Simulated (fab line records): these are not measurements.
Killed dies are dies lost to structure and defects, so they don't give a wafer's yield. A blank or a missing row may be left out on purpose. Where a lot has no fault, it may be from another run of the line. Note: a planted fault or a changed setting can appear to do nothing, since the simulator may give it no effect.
fab line records ; flow n5-finfet
[record] lots = 7; wafers = 21
route steps=1938 shown BEOL_M2@867 BEOL_M4@1037 BEOL_M5@1120 BEOL_M6@1239 BEOL_M7@1289
start-h: the number of hours between the record's first day and the start of the first shown wafer of the lot ; wait-h: hours from the lot's prior step to this one ; " unchanged from the row above ; L1.1+2: several wafers, shown together as one row ; - no value, or no start given ; * or withheld: withheld ; < > ~ a bound
route shown NAME@n: names a module that has steps shown in the file, with the first one's number in the route ; usual: mean/standard deviation taken from wafers without a fault ; same: alike in all rows ; chamber/n: place in a boat ; sites: the reading at each site ; _std_site: standard deviation of those values ; _edge_site: outer sites' mean less inner sites' ; radius-mm: how far each site lies from the wafer's centre ; mask NAME#n: copy n ; behind: tool/chamber where the wafer was last shaped ; hold: what put the lot on hold/how long, in hours/how the hold closed ; device: the transistor (n, p or np) that didn't switch ; end of line: the tests these same wafers got at the end of their route ; step lacking rows: just its recipe ; killed: at the first sort, the dies lost to defects and structure; wafer yield is something else ; map: per-die view of a wafer (x killed, . not killed, _ where there is no die)
set.NAME: the run value of the setting; set.NAME@STEP: its run value at that earlier step ; model.NAME: the simulator's own value behind a step, which no gauge read
lots where settings were altered on purpose, with a table for each step and a row for each wafer
[[steps]]
[step N5_BEOL_M2_COAT_67]
[recipe] resist = SOC; temp-c = 250; time-s = 60; spin-rpm = 1500; resist-thk-nm = 60
lot.wafer;tool;chamber;start-h;wait-h;set.spin-rpm;model.SOC_of_BEOL_M2_COAT_67.thk-nm
L077.2;litho-track-05;0;150.83;0.0;1500;59.8
L077.3;litho-track-05;0;150.83;0.0;1634;57.4
L077.4;litho-track-05;0;150.83;0.0;1500;59.6
L084.1+2;litho-track-05;0;200.39;0.0;1500;60
L084.4;litho-track-05;0;200.39;0.0;1500;59.8
L086.2;litho-track-04;0;208.01;0.0;1500;60.2
L086.4;litho-track-04;0;208.01;0.0;1500;60.4
L086.6;litho-track-04;0;208.01;0.0;1650;57.4
L087.1;litho-track-05;0;212.51;0.0;1500;60
L087.2;litho-track-05;0;212.51;0.0;1500;60.2
L087.6;litho-track-05;0;212.51;0.0;1549;59.2
L093.4+6;litho-track-04;0;246.57;0.0;1500;59.8
L093.5;litho-track-04;0;246.57;0.0;1500;59.6
L096.2+4+6;litho-track-05;0;263.20;0.0;1500;59.8
L097.1+4;litho-track-02;0;275.03;0.0;1500;60.4
L097.3;litho-track-02;0;275.03;0.0;1363;63.6
[step N5_BEOL_M2_COAT_68]
[recipe] resist = SiARC; temp-c = 220; time-s = 60; spin-rpm = 1500; resist-thk-nm = 12
[step N5_BEOL_M2_COAT_76]
[recipe] resist = underlayer; temp-c = 205; time-s = 60; spin-rpm = 1500; resist-thk-nm = 5
[step N5_BEOL_M2_ALD_98]
[recipe] material = SiO2; target-thk-a = 25; temp-c = 100; ald-precursor-family = BDEAS; ald-co-reactant = O2-plasma; pulse-time-s = 1; co-reactant-pulse-time-s = 1; purge-time-s = 2; co-reactant-purge-time-s = 2; ald-cycles = 17; pressure-torr = 2
[step N5_BEOL_M2_ETCHBACK_99]
[recipe] chemistry = CHF3; target = SiO2; target-depth-a = 50; time-s = 10.4; source-w = 215; bias-w = 47; Ar_flow_sccm = 200; CHF3_flow_sccm = 12; ion-energy-ev = 100; pressure-mtorr = 30
[step N5_BEOL_M2_ETCH_70]
[recipe] chemistry = N2/H2; target = SOC; target-depth-a = 800; overetch-a = 240; mask-material = SiARC; temp-c = 40; time-s = 130; ion-energy-ev = 200; pressure-mtorr = 30; source-w = 840; bias-w = 150; n2-flow-sccm = 200; h2-flow-sccm = 200
lot.wafer;tool;chamber;start-h;wait-h;set.spin-rpm@BEOL_M2_COAT_67;model.etch.depth-nm
L077.2;rie-diel-03;1;153.52;0.0;1500;59.75
L077.3;rie-diel-03;0;153.52;0.0;1634;57.38
L077.4;rie-diel-03;0;153.52;0.0;1500;59.52
L084.1;rie-diel-06;3;202.47;0.0;1500;59.95
L084.2;rie-diel-06;0;202.47;0.0;1500;59.99
L084.4;rie-diel-06;0;202.47;0.0;1500;59.77
L086.2;rie-diel-01;0;210.68;0.0;1500;60.19
L086.4;rie-diel-01;1;210.68;0.0;1500;60.48
L086.6;rie-diel-01;3;210.68;0.0;1650;57.43
L087.1;rie-diel-01;1;214.38;0.0;1500;60.01
L087.2;rie-diel-01;0;214.38;0.0;1500;60.16
L087.6;rie-diel-01;3;214.38;0.0;1549;59.13
L093.4;rie-diel-01;2;252.10;0.0;1500;59.75
L093.5;rie-diel-01;0;252.10;0.0;1500;59.7
L093.6;rie-diel-01;1;252.10;0.0;1500;59.73
L096.2+6;rie-diel-06;3,2;265.40;0.0;1500;59.8
L096.4;rie-diel-06;1;265.40;0.0;1500;59.88
L097.1;rie-diel-03;3;279.53;0.0;1500;60.46
L097.3;rie-diel-03;0;279.53;0.0;1363;63.5
L097.4;rie-diel-03;1;279.53;0.0;1500;60.38
[step N5_BEOL_M4_DESCUM_16]
[recipe] chemistry = O2; time-s = 7; source-power-w = 50; bias-power-w = 20; pressure-mtorr = 20; rf-frequency-hz = 2.712e+07; temp-c = 40; resist = CAR-EUV; o2-flow-sccm = 225
lot.wafer;tool;chamber;start-h;wait-h;set.time-s;model.CAR-EUV_of_BEOL_M4_COAT_05.thk-nm
L077.2+3+4;rie-diel-03;1,3,0;169.07;0.3;7;26
L084.1;rie-diel-06;2;220.78;0.1;5.486;26.6
L084.2;rie-diel-06;0;220.78;0.1;7;26
L084.4;rie-diel-06;3;220.78;0.1;7;25.8
L086.2;rie-diel-06;1;229.92;0.0;7;26.2
L086.4;rie-diel-06;0;229.92;0.0;8.553;25.4
L086.6;rie-diel-06;3;229.92;0.0;7;26
L087.1;rie-diel-01;3;235.04;0.0;7;26.2
L087.2;rie-diel-01;1;235.04;0.0;7;26
L087.6;rie-diel-01;3;235.04;0.0;6.047;26.6
L093.4+5;rie-diel-03;2,0;271.05;0.1;7;26.2
L093.6;rie-diel-03;3;271.05;0.1;7;26
L096.2+4+6;rie-diel-06;1,0,1;280.85;0.0;8.469;25.4
L097.1;rie-diel-01;0;298.21;0.2;7;26
L097.3;rie-diel-01;2;298.21;0.2;7;26.2
L097.4;rie-diel-01;1;298.21;0.2;7.897;25.8
[step N5_BEOL_M4_ETCH_74]
[recipe] chemistry = N2/H2; target = underlayer; target-depth-a = 65; mask-material = CAR-EUV; time-s = 5.2; ion-energy-ev = 200; pressure-mtorr = 30; source-w = 840; bias-w = 150; n2-flow-sccm = 200; h2-flow-sccm = 200; ends = cleared
lot.wafer;tool;chamber;start-h;wait-h;set.time-s@BEOL_M4_DESCUM_16;model.CAR-EUV_of_BEOL_M4_COAT_05.thk-nm
L077.2+3;rie-diel-03;1,3;169.11;0.0;7;20.2
L077.4;rie-diel-03;0;169.11;0.0;7;20.4
L084.1;rie-diel-06;2;220.81;0.0;5.486;21
L084.2;rie-diel-06;0;220.81;0.0;7;20.2
L084.4;rie-diel-06;3;220.81;0.0;7;20
L086.2+6;rie-diel-06;1,3;229.95;0.0;7;20.4
L086.4;rie-diel-06;0;229.95;0.0;8.553;19.8
L087.1+2;rie-diel-01;3,1;235.07;0.0;7;20.4
L087.6;rie-diel-01;3;235.07;0.0;6.047;20.8
L093.4+6;rie-diel-03;2,3;271.08;0.0;7;20.4
L093.5;rie-diel-03;0;271.08;0.0;7;20.6
L096.2;rie-diel-06;1;280.88;0.0;8.469;19.6
L096.4+6;rie-diel-06;0,1;280.88;0.0;8.469;19.8
L097.1+3;rie-diel-01;0,2;298.24;0.0;7;20.4
L097.4;rie-diel-01;1;298.24;0.0;7.897;20
[step N5_BEOL_M4_ETCH_63]
[recipe] chemistry = CF4; target = SiARC; target-depth-a = 156; mask-material = CAR-EUV; time-s = 26; ion-energy-ev = 80; pressure-mtorr = 40; source-w = 545; bias-w = 36; Ar_flow_sccm = 100; cf4-flow-sccm = 100; ends = cleared
lot.wafer;tool;chamber;start-h;wait-h;set.time-s@BEOL_M4_DESCUM_16;model.CAR-EUV_of_BEOL_M4_COAT_05.thk-nm
L077.2+3;rie-diel-03;1,3;169.12;0.0;7;11
L077.4;rie-diel-03;0;169.12;0.0;7;11.2
L084.1;rie-diel-06;2;220.83;0.0;5.486;11.8
L084.2;rie-diel-06;0;220.83;0.0;7;11
L084.4;rie-diel-06;3;220.83;0.0;7;10.8
L086.2;rie-diel-06;1;229.97;0.0;7;11.2
L086.4;rie-diel-06;0;229.97;0.0;8.553;10.6
L086.6;rie-diel-06;3;229.97;0.0;7;11
L087.1+2;rie-diel-01;3,1;235.09;0.0;7;11.2
L087.6;rie-diel-01;3;235.09;0.0;6.047;11.6
L093.4+5;rie-diel-03;2,0;271.10;0.0;7;11.2
L093.6;rie-diel-03;3;271.10;0.0;7;11
L096.2;rie-diel-06;1;280.90;0.0;8.469;10.4
L096.4+6;rie-diel-06;0,1;280.90;0.0;8.469;10.6
L097.1+3;rie-diel-01;0,2;298.26;0.0;7;11.2
L097.4;rie-diel-01;1;298.26;0.0;7.897;10.8
[step N5_BEOL_M4_COAT_67]
[recipe] resist = SOC; temp-c = 250; time-s = 60; spin-rpm = 1500; resist-thk-nm = 60
lot.wafer;tool;chamber;start-h;wait-h;set.spin-rpm;model.SOC_of_BEOL_M4_COAT_67.thk-nm
L077.2+3+4;litho-track-05;0;169.69;0.0;1500;60
L084.1;litho-track-03;0;221.42;0.0;1500;60.2
L084.2;litho-track-03;0;221.42;0.0;1500;60
L084.4;litho-track-03;0;221.42;0.0;1543;59.2
L086.2;litho-track-03;0;230.39;0.0;1500;60.2
L086.4+6;litho-track-03;0;230.39;0.0;1500;60
L087.1;litho-track-03;0;235.73;0.0;1500;59.8
L087.2;litho-track-03;0;235.73;0.0;1500;60
L087.6;litho-track-03;0;235.73;0.0;1393;62
L093.4+5;litho-track-05;0;271.51;0.0;1500;60
L093.6;litho-track-05;0;271.51;0.0;1500;59.8
L096.2+4+6;litho-track-02;0;281.33;0.0;1500;60
L097.1;litho-track-05;0;298.78;0.0;1500;60.2
L097.3;litho-track-05;0;298.78;0.0;1500;60
L097.4;litho-track-05;0;298.78;0.0;1636;57.4
[step N5_BEOL_M4_COAT_68]
[recipe] resist = SiARC; temp-c = 220; time-s = 60; spin-rpm = 1500; resist-thk-nm = 12
[step N5_BEOL_M4_COAT_76]
[recipe] resist = underlayer; temp-c = 205; time-s = 60; spin-rpm = 1500; resist-thk-nm = 5
[step N5_BEOL_M4_ALD_98]
[recipe] material = SiO2; target-thk-a = 25; temp-c = 100; ald-precursor-family = BDEAS; ald-co-reactant = O2-plasma; pulse-time-s = 1; co-reactant-pulse-time-s = 1; purge-time-s = 2; co-reactant-purge-time-s = 2; ald-cycles = 17; pressure-torr = 2
[step N5_BEOL_M4_ETCHBACK_99]
[recipe] chemistry = CHF3; target = SiO2; target-depth-a = 50; time-s = 10.4; source-w = 215; bias-w = 47; Ar_flow_sccm = 200; CHF3_flow_sccm = 12; ion-energy-ev = 100; pressure-mtorr = 30
[step N5_BEOL_M4_ETCH_70]
[recipe] chemistry = N2/H2; target = SOC; target-depth-a = 800; overetch-a = 240; mask-material = SiARC; temp-c = 40; time-s = 130; ion-energy-ev = 200; pressure-mtorr = 30; source-w = 840; bias-w = 150; n2-flow-sccm = 200; h2-flow-sccm = 200
lot.wafer;tool;chamber;start-h;wait-h;set.spin-rpm@BEOL_M4_COAT_67;model.etch.depth-nm
L077.2;rie-diel-01;3;174.16;0.0;1500;59.99
L077.3;rie-diel-01;1;174.16;0.0;1500;60.09
L077.4;rie-diel-01;3;174.16;0.0;1500;59.98
L084.1;rie-diel-01;0;222.72;0.0;1500;60.24
L084.2;rie-diel-01;3;222.72;0.0;1500;60.07
L084.4;rie-diel-01;1;222.72;0.0;1543;59.27
L086.2;rie-diel-01;3;234.24;0.0;1500;60.22
L086.4;rie-diel-01;1;234.24;0.0;1500;60.05
L086.6;rie-diel-01;0;234.24;0.0;1500;59.93
L087.1;rie-diel-01;2;238.32;0.0;1500;59.81
L087.2;rie-diel-01;1;238.32;0.0;1500;59.94
L087.6;rie-diel-01;1;238.32;0.0;1393;62.02
L093.4;rie-diel-06;2;284.20;0.0;1500;59.98
L093.5;rie-diel-06;0;284.20;0.0;1500;59.94
L093.6;rie-diel-06;3;284.20;0.0;1500;59.86
L096.2;rie-diel-03;1;294.22;0.0;1500;60
L096.4;rie-diel-03;2;294.22;0.0;1500;59.92
L096.6;rie-diel-03;3;294.22;0.0;1500;59.91
L097.1;rie-diel-01;0;308.22;0.0;1500;60.22
L097.3;rie-diel-01;2;308.22;0.0;1500;60.07
L097.4;rie-diel-01;3;308.22;0.0;1636;57.42
[step N5_BEOL_M4_STRIP_71]
[recipe] chemistry = N2/H2; temp-c = 40; n2-flow-sccm = 200; h2-flow-sccm = 200; rf-frequency-hz = 6e+07
[step N5_BEOL_M4_STRIP_78]
[recipe] chemistry = N2/H2; temp-c = 40; n2-flow-sccm = 200; h2-flow-sccm = 200; rf-frequency-hz = 6e+07
[step N5_BEOL_M4_VIA_ETCH_34]
[recipe] chemistry = C4F6/O2; target-depth-a = 694; mask-material = SOC; pressure-mtorr = 15; ion-energy-ev = 250; taper-deg = 4; time-s = 65.9; source-w = 350; bias-w = 170; Ar_flow_sccm = 300; C4F6_flow_sccm = 10; O2_flow_sccm = 10
lot.wafer;tool;chamber;start-h;wait-h;set.spin-rpm@BEOL_M4_COAT_67;model.SOC_of_BEOL_M4_COAT_67.thk-nm
L077.2+4;rie-diel-01;3;174.27;0.0;1500;51.8
L077.3;rie-diel-01;1;174.27;0.0;1500;52
L084.1+2;rie-diel-01;0,3;222.83;0.0;1500;51.8
L084.4;rie-diel-01;1;222.83;0.0;1543;51.2
L086.2+4;rie-diel-01;3,1;234.35;0.0;1500;52
L086.6;rie-diel-01;0;234.35;0.0;1500;51.6
L087.1;rie-diel-01;2;238.43;0.0;1500;51.6
L087.2;rie-diel-01;1;238.43;0.0;1500;51.8
L087.6;rie-diel-01;1;238.43;0.0;1393;54
L093.4;rie-diel-06;2;284.31;0.0;1500;51.8
L093.5;rie-diel-06;0;284.31;0.0;1500;52.2
L093.6;rie-diel-06;3;284.31;0.0;1500;51.6
L096.2+4;rie-diel-03;1,2;294.32;0.0;1500;52
L096.6;rie-diel-03;3;294.32;0.0;1500;51.6
L097.1+3;rie-diel-01;0,2;308.32;0.0;1500;51.8
L097.4;rie-diel-01;3;308.32;0.0;1636;49
[step N5_BEOL_M5_COAT_05]
[recipe] resist = CAR-EUV; spin-rpm = 1500; resist-thk-nm = 30
lot.wafer;tool;chamber;start-h;wait-h;set.spin-rpm;model.CAR-EUV_of_BEOL_M5_COAT_05.thk-nm
L077.2;litho-track-04;0;-;-;1500;29.8
L077.3+4;litho-track-04;0;-;-;1652;28.4
L084.1+2+4;litho-track-01;0;-;-;1500;30
L086.2;litho-track-02;0;-;-;1500;30.2
L086.4+6;litho-track-02;0;-;-;1364;31.6
L087.1+2;litho-track-02;0;-;-;1500;30
L087.6;litho-track-02;0;-;-;1607;29
L093.4;litho-track-04;0;-;-;1500;30.2
L093.5+6;litho-track-04;0;-;-;1500;30
L096.2;litho-track-01;0;-;-;1652;28.6
L096.4;litho-track-01;0;-;-;1652;28.4
L096.6;litho-track-01;0;-;-;1500;30
L097.1;litho-track-02;0;-;-;1500;30
L097.3;litho-track-02;0;-;-;1500;30.2
L097.4;litho-track-02;0;-;-;1569;29.6
[step N5_BEOL_M5_ETCH_68]
[recipe] chemistry = N2/H2; target = SOC; target-depth-a = 800; overetch-a = 160; mask-material = SiARC; temp-c = 40; time-s = 120; ion-energy-ev = 200; pressure-mtorr = 30; source-w = 840; bias-w = 150; n2-flow-sccm = 200; h2-flow-sccm = 200
[usual] rf-vpp-V = 524.6/2.5
lot.wafer;tool;chamber;start-h;wait-h;set.bias-w;rf-vpp-V
L077.2;rie-diel-04;0;182.92;0.0;140.6;503.8
L077.3;rie-diel-04;1;182.92;0.0;140.6;504.5
L077.4;rie-diel-04;3;182.92;0.0;140.6;507.0
L084.1;rie-diel-02;1;234.69;0.0;150;521.2
L084.2;rie-diel-02;3;234.69;0.0;150;523.8
L084.4;rie-diel-02;0;234.69;0.0;150;528.4
L086.2;rie-diel-05;3;245.27;0.0;171.6;566.2
L086.4;rie-diel-05;1;245.27;0.0;150;519.2
L086.6;rie-diel-05;2;245.27;0.0;150;522.3
L087.1;rie-diel-02;0;247.48;0.0;150;529.3
L087.2;rie-diel-02;3;247.48;0.0;170.1;567.7
L087.6;rie-diel-02;1;247.48;0.0;170.1;564.8
L093.4;rie-diel-05;3;293.40;0.0;150;522.5
L093.5;rie-diel-05;2;293.40;0.0;150;522.0
L093.6;rie-diel-05;3;293.40;0.0;150;519.7
L096.2;rie-diel-04;1;302.36;0.0;170.9;569.5
L096.4;rie-diel-04;3;302.36;0.0;150;528.0
L096.6;rie-diel-04;3;302.36;0.0;170.9;572.8
L097.1;rie-diel-04;0;318.35;0.0;150;524.0
L097.3;rie-diel-04;2;318.35;0.0;150;526.7
L097.4;rie-diel-04;1;318.35;0.0;150;525.3
[step N5_BEOL_M6_TRENCH_ETCH_37]
[recipe] chemistry = C4F6/O2; target-depth-a = 944.35; target = SiCOH_lowk; time-s = 31.5; ion-energy-ev = 250; pressure-mtorr = 30; source-w = 345; bias-w = 185; Ar_flow_sccm = 300; C4F6_flow_sccm = 10; O2_flow_sccm = 10
[usual] rf-vpp-V = 660/11
lot.wafer;tool;chamber;start-h;wait-h;set.source-w;rf-vpp-V
L077.2;rie-diel-01;3;-;-;345;661
L077.3;rie-diel-01;0;-;-;345;653
L077.4;rie-diel-01;2;-;-;345;644
L084.1;rie-diel-01;3;-;-;345;660
L084.2;rie-diel-01;0;-;-;345;653
L084.4;rie-diel-01;2;-;-;345;644
L086.2;rie-diel-03;3;-;-;345;648
L086.4;rie-diel-03;1;-;-;345;655
L086.6;rie-diel-03;1;-;-;366.1;636
L087.1;rie-diel-01;3;-;-;287.8;724
L087.2;rie-diel-01;1;-;-;345;668
L087.6;rie-diel-01;3;-;-;287.8;723
L093.4;rie-diel-03;2;-;-;345;656
L093.5;rie-diel-03;1;-;-;345;653
L093.6;rie-diel-03;0;-;-;345;673
L096.2;rie-diel-03;3;-;-;345;647
L096.4;rie-diel-03;2;-;-;345;658
L096.6;rie-diel-03;2;-;-;345;657
L097.1;rie-diel-06;2;-;-;345;668
L097.3;rie-diel-06;0;-;-;345;680
L097.4;rie-diel-06;1;-;-;345;669
[step N5_BEOL_M7_COAT_71]
[recipe] resist = underlayer; temp-c = 205; time-s = 60; spin-rpm = 1500; resist-thk-nm = 5
lot.wafer;tool;chamber;start-h;wait-h;set.spin-rpm
L077.2+4;litho-track-02;0;-;-;1615
L077.3;litho-track-02;0;-;-;1500
L084.1+4;litho-track-02;0;-;-;1500
L084.2;litho-track-02;0;-;-;1557
L086.2+4;litho-track-05;0;-;-;1500
L086.6;litho-track-05;0;-;-;1565
L087.1+6;litho-track-02;0;-;-;1342
L087.2;litho-track-02;0;-;-;1500
L093.4+5+6;litho-track-04;0;-;-;1500
L096.2+4;litho-track-02;0;-;-;1617
L096.6;litho-track-02;0;-;-;1500
L097.1+4;litho-track-05;0;-;-;1500
L097.3;litho-track-05;0;-;-;1411
[step N5_BEOL_M7_EXPOSE_25]
[recipe] mask-id = V6; na = 0.33; source-shape = annular; sigma-inner = 0.4; sigma-outer = 0.8; polarization = unpolarized; target-cd-nm = 40; dose-mj = 42.5
lot.wafer;tool;chamber;start-h;wait-h;mask;set.dose-mj
L077.2;euv-scanner-02;0;200.91;-;V6#0;42.5
L077.3+4;euv-scanner-02;0;200.91;-;V6#0;43.86
L084.1+2;euv-scanner-02;0;256.86;-;V6#0;40.63
L084.4;euv-scanner-02;0;256.86;-;V6#0;42.5
L086.2+6;euv-scanner-01;0;266.59;-;V6#0;42.5
L086.4;euv-scanner-01;0;266.59;-;V6#0;39.82
L087.1+2;euv-scanner-02;0;272.97;-;V6#0;43.4
L087.6;euv-scanner-02;0;272.97;-;V6#0;42.5
L093.4+5+6;euv-scanner-01;0;317.52;-;V6#0;42.5
L096.2+4+6;euv-scanner-01;0;324.12;-;V6#0;42.5
L097.1+3+4;euv-scanner-02;0;343.26;-;V6#0;42.5
[step N5_BEOL_M7_PEB_26]
[recipe] peb-temp-c = 100; peb-time-s = 60; resist = CAR-EUV
[step N5_BEOL_M7_DEVELOP_27]
[recipe] develop-time-s = 30; developer = TMAH; resist = CAR-EUV; rinse-liquid = surfactant-rinse; dry = air-spin; dev-temp-c = 23
[step N5_BEOL_M7_DESCUM_33]
[recipe] chemistry = O2; time-s = 7; source-power-w = 50; bias-power-w = 20; pressure-mtorr = 20; rf-frequency-hz = 2.712e+07; temp-c = 40; resist = CAR-EUV; o2-flow-sccm = 225
lot.wafer;tool;chamber;start-h;wait-h;set.dose-mj@BEOL_M7_EXPOSE_25;model.BEOL_M7.cd-nm
L077.2;rie-diel-02;2;201.16;0.0;42.5;40
L077.3+4;rie-diel-02;1;201.16;0.0;43.86;40.8
L084.1;rie-diel-04;1;257.11;0.0;40.63;38.8
L084.2;rie-diel-04;2;257.11;0.0;40.63;39
L084.4;rie-diel-04;0;257.11;0.0;42.5;40
L086.2;rie-diel-02;0;266.83;0.0;42.5;40.6
L086.4;rie-diel-02;1;266.83;0.0;39.82;38.8
L086.6;rie-diel-02;1;266.83;0.0;42.5;40.2
L087.1;rie-diel-02;0;273.62;0.4;43.4;40.6
L087.2;rie-diel-02;1;273.62;0.4;43.4;40.2
L087.6;rie-diel-02;2;273.62;0.4;42.5;40
L093.4;rie-diel-04;0;317.87;0.2;42.5;40.2
L093.5;rie-diel-04;1;317.87;0.2;42.5;40.4
L093.6;rie-diel-04;2;317.87;0.2;42.5;40
L096.2;rie-diel-04;0;324.36;0.0;42.5;40.2
L096.4;rie-diel-04;1;324.36;0.0;42.5;40
L096.6;rie-diel-04;2;324.36;0.0;42.5;39.8
L097.1;rie-diel-05;1;343.81;0.3;42.5;39.8
L097.3;rie-diel-05;2;343.81;0.3;42.5;40.2
L097.4;rie-diel-05;1;343.81;0.3;42.5;40
[step N5_BEOL_M7_ETCH_72]
[recipe] chemistry = N2/H2; target = underlayer; target-depth-a = 65; mask-material = CAR-EUV; time-s = 5.2; ion-energy-ev = 200; pressure-mtorr = 30; source-w = 840; bias-w = 150; n2-flow-sccm = 200; h2-flow-sccm = 200; ends = cleared
lot.wafer;tool;chamber;start-h;wait-h;set.spin-rpm@BEOL_M7_COAT_71;model.etch.depth-nm;model.CAR-EUV_of_BEOL_M7_COAT_22.thk-nm
L077.2;rie-diel-02;2;201.19;0.0;1615;4.824;20.8
L077.3;rie-diel-02;1;201.19;0.0;1500;5.012;20.6
L077.4;rie-diel-02;1;201.19;0.0;1615;4.799;20.8
L084.1;rie-diel-04;1;257.15;0.0;1500;5.01;20.2
L084.2;rie-diel-04;2;257.15;0.0;1557;4.931;20.4
L084.4;rie-diel-04;0;257.15;0.0;1500;5;20.4
L086.2;rie-diel-02;0;266.87;0.0;1500;4.988;20.2
L086.4;rie-diel-02;1;266.87;0.0;1500;4.996;20.4
L086.6;rie-diel-02;1;266.87;0.0;1565;4.889;20.6
L087.1;rie-diel-02;0;273.65;0.0;1342;5.296;20
L087.2;rie-diel-02;1;273.65;0.0;1500;5.006;20.4
L087.6;rie-diel-02;2;273.65;0.0;1342;5.294;20
L093.4;rie-diel-04;0;317.90;0.0;1500;4.974;20.4
L093.5;rie-diel-04;1;317.90;0.0;1500;4.984;20.4
L093.6;rie-diel-04;2;317.90;0.0;1500;5.004;20.4
L096.2;rie-diel-04;0;324.40;0.0;1617;4.838;20.6
L096.4;rie-diel-04;1;324.40;0.0;1617;4.827;20.6
L096.6;rie-diel-04;2;324.40;0.0;1500;5.011;20.4
L097.1;rie-diel-05;1;343.86;0.0;1500;4.978;20.2
L097.3;rie-diel-05;2;343.86;0.0;1411;5.159;20
L097.4;rie-diel-05;1;343.86;0.0;1500;4.988;20.2
[step N5_BEOL_M7_ETCH_65]
[recipe] chemistry = CF4; target = SiARC; target-depth-a = 156; mask-material = CAR-EUV; time-s = 26; ion-energy-ev = 80; pressure-mtorr = 40; source-w = 545; bias-w = 36; Ar_flow_sccm = 100; cf4-flow-sccm = 100; ends = cleared
lot.wafer;tool;chamber;start-h;wait-h;set.spin-rpm@BEOL_M7_COAT_71;set.dose-mj@BEOL_M7_EXPOSE_25;model.BEOL_M7.cd-nm;model.CAR-EUV_of_BEOL_M7_COAT_22.thk-nm
L077.2;rie-diel-02;2;201.21;0.0;1615;42.5;40;11.6
L077.3;rie-diel-02;1;201.21;0.0;1500;43.86;41;11.4
L077.4;rie-diel-02;1;201.21;0.0;1615;43.86;40.8;11.6
L084.1;rie-diel-04;1;257.17;0.0;1500;40.63;38.8;11
L084.2;rie-diel-04;2;257.17;0.0;1557;40.63;39;11.2
L084.4;rie-diel-04;0;257.17;0.0;1500;42.5;40;11.2
L086.2;rie-diel-02;0;266.89;0.0;1500;42.5;40.6;11.2
L086.4;rie-diel-02;1;266.89;0.0;1500;39.82;39;11.4
L086.6;rie-diel-02;1;266.89;0.0;1565;42.5;40.4;11.4
L087.1;rie-diel-02;0;273.67;0.0;1342;43.4;40.6;10.8
L087.2;rie-diel-02;1;273.67;0.0;1500;43.4;40.2;11.4
L087.6;rie-diel-02;2;273.67;0.0;1342;42.5;40.2;10.8
L093.4+6;rie-diel-04;0,2;317.92;0.0;1500;42.5;40.2;11.2
L093.5;rie-diel-04;1;317.92;0.0;1500;42.5;40.4;11.2
L096.2;rie-diel-04;0;324.42;0.0;1617;42.5;40.2;11.4
L096.4;rie-diel-04;1;324.42;0.0;1617;42.5;40;11.4
L096.6;rie-diel-04;2;324.42;0.0;1500;42.5;40;11.2
L097.1+4;rie-diel-05;1;343.89;0.0;1500;42.5;40;11
L097.3;rie-diel-05;2;343.89;0.0;1411;42.5;40.2;10.8
[[key]]
[split] step = N5_BEOL_M2_COAT_67; setting = spin-rpm; stated = 1500; by = wafer
[response] step = N5_BEOL_M2_COAT_67; reading = model.SOC_of_BEOL_M2_COAT_67.thk-nm; change = -0.298; per = 1%; r = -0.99
[response] step = N5_BEOL_M2_ETCH_70; reading = model.etch.depth-nm; change = -0.293; per = 1%; r = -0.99
[split] step = N5_BEOL_M4_DESCUM_16; setting = time-s; stated = 7; by = wafer
[response] step = N5_BEOL_M4_DESCUM_16; reading = model.CAR-EUV_of_BEOL_M4_COAT_05.thk-nm; change = -0.0316; per = 1%; r = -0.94
[response] step = N5_BEOL_M4_ETCH_74; reading = model.CAR-EUV_of_BEOL_M4_COAT_05.thk-nm; change = -0.0331; per = 1%; r = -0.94
[response] step = N5_BEOL_M4_ETCH_63; reading = model.CAR-EUV_of_BEOL_M4_COAT_05.thk-nm; change = -0.0314; per = 1%; r = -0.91
[split] step = N5_BEOL_M4_COAT_67; setting = spin-rpm; stated = 1500; by = wafer
[response] step = N5_BEOL_M4_COAT_67; reading = model.SOC_of_BEOL_M4_COAT_67.thk-nm; change = -0.298; per = 1%; r = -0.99
[response] step = N5_BEOL_M4_ETCH_70; reading = model.etch.depth-nm; change = -0.301; per = 1%; r = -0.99
[response] step = N5_BEOL_M4_VIA_ETCH_34; reading = model.SOC_of_BEOL_M4_COAT_67.thk-nm; change = -0.308; per = 1%; r = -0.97
[split] step = N5_BEOL_M5_COAT_05; setting = spin-rpm; stated = 1500; by = wafer
[response] step = N5_BEOL_M5_COAT_05; reading = model.CAR-EUV_of_BEOL_M5_COAT_05.thk-nm; change = -0.143; per = 1%; r = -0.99
[split] step = N5_BEOL_M5_ETCH_68; setting = bias-w; stated = 150; by = wafer
[response] step = N5_BEOL_M5_ETCH_68; reading = rf-vpp-V; change = +3.01; per = 1%; r = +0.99
[split] step = N5_BEOL_M6_TRENCH_ETCH_37; setting = source-w; stated = 345; by = wafer
[response] step = N5_BEOL_M6_TRENCH_ETCH_37; reading = rf-vpp-V; change = -3.23; per = 1%; r = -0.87
[split] step = N5_BEOL_M7_COAT_71; setting = spin-rpm; stated = 1500; by = wafer
[response] step = N5_BEOL_M7_ETCH_72; reading = model.etch.depth-nm; change = -0.0259; per = 1%; r = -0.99
[response] step = N5_BEOL_M7_ETCH_72; reading = model.CAR-EUV_of_BEOL_M7_COAT_22.thk-nm; change = +0.034; per = 1%; r = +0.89
[response] step = N5_BEOL_M7_ETCH_65; reading = model.CAR-EUV_of_BEOL_M7_COAT_22.thk-nm; change = +0.0382; per = 1%; r = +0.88
[split] step = N5_BEOL_M7_EXPOSE_25; setting = dose-mj; stated = 42.5; by = wafer
[response] step = N5_BEOL_M7_DESCUM_33; reading = model.BEOL_M7.cd-nm; change = +0.248; per = 1%; r = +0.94
[response] step = N5_BEOL_M7_ETCH_65; reading = model.BEOL_M7.cd-nm; change = +0.238; per = 1%; r = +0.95
